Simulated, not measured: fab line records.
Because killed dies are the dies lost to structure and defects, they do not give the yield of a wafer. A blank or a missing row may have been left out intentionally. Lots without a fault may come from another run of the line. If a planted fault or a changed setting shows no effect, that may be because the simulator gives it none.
Problem report in the 8D (eight disciplines) form, filled by code :: flow n5_finfet :: the parts of the form that need people (team, actions taken, sign-off) are left out

1. PROBLEM STATEMENT
Wafers without a fault read 1500.1 rpm, standard deviation 0.97; spin_speed_rpm at N5_BEOL_M5_COAT_60 reads a mean of 1556.2 rpm on 6 wafers belonging to 2 lots. Relative to the usual mean, that is a shift of +58 standard deviations.
The step: time 60 s, resist thk 12 nm.
Earliest sighting: wafer L390.1 on litho_track-02 at day 9 22:53. Wafers with a number at this step in the record: 33, from 12 lots. Rule for "out" (also "out of limits"): further than 4 standard deviations from the usual mean. The rest of the wafers with a number are treated as sound.

2. WHAT IT IS; WHAT IT IS NOT
question: which readings at this step
is: spin_speed_rpm
is not: -

question: which lots
is: L390, L391
is not: L383, L384, L388, L397, L398, L399, L401, L402, L403, L404

question: which wafers of those lots
is: all that have a number
is not: -

question: read on which tools
is: litho_track-02
is not: litho_track-01, litho_track-04

question: when
is: from day 9 22:53
is not: up to then (9 sound wafers); but 18 sound wafers of L397, L398, L399, L401, L402, L403, L404 came after

3. SUSPECTS, AND WHAT RULES EACH OUT
Counting: any tool at a process step up to the reading is kept as a suspect provided that every lot that is out went through it and no sound lot did after the first of them.
- litho_track-02 at N5_BEOL_M5_COAT_60 (time 60 s, resist thk 12 nm): ruled out as a lasting fault. Sound lots L401, L402, L404 ran on it after its first lot that is out, L390 (day 9 22:53).
Left after counting: nothing in the record.

4. THE CAUSE (what the simulator had put in)
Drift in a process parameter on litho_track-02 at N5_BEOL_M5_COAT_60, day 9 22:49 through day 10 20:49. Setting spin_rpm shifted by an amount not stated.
Counting ruled it out, wrongly.

5. THE CHAIN OF EFFECTS, in route order
Each row: a reading where the mean over the struck wafers with a number is more than 3 standard deviations away from the usual. Scope: only readings with a usual standard deviation given in the record; hours: median across lots of the time from each lot's start at the first step in this table that gives one to its start at this step; sigmas: change in usual standard deviations.
hours: 0
step: N5_BEOL_M5_COAT_60
reading: spin_speed_rpm
usual: 1500.1 rpm
on struck wafers: 1556.2
change: +56.1
sigmas: +58
Here are the process steps it includes:
- N5_BEOL_M5_COAT_60: time 60 s, resist thk 12 nm.
Later steps that measure or inspect, where all struck wafers having a row at the step show a number for every such reading and not one has moved that far: N5_BEOL_M5_OVL_MEAS_12.

6. WHAT WOULD HAVE CAUGHT IT SOONER
In this record the first reading out of limits was taken at day 9 22:53, 0 hours after the fault began at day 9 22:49.
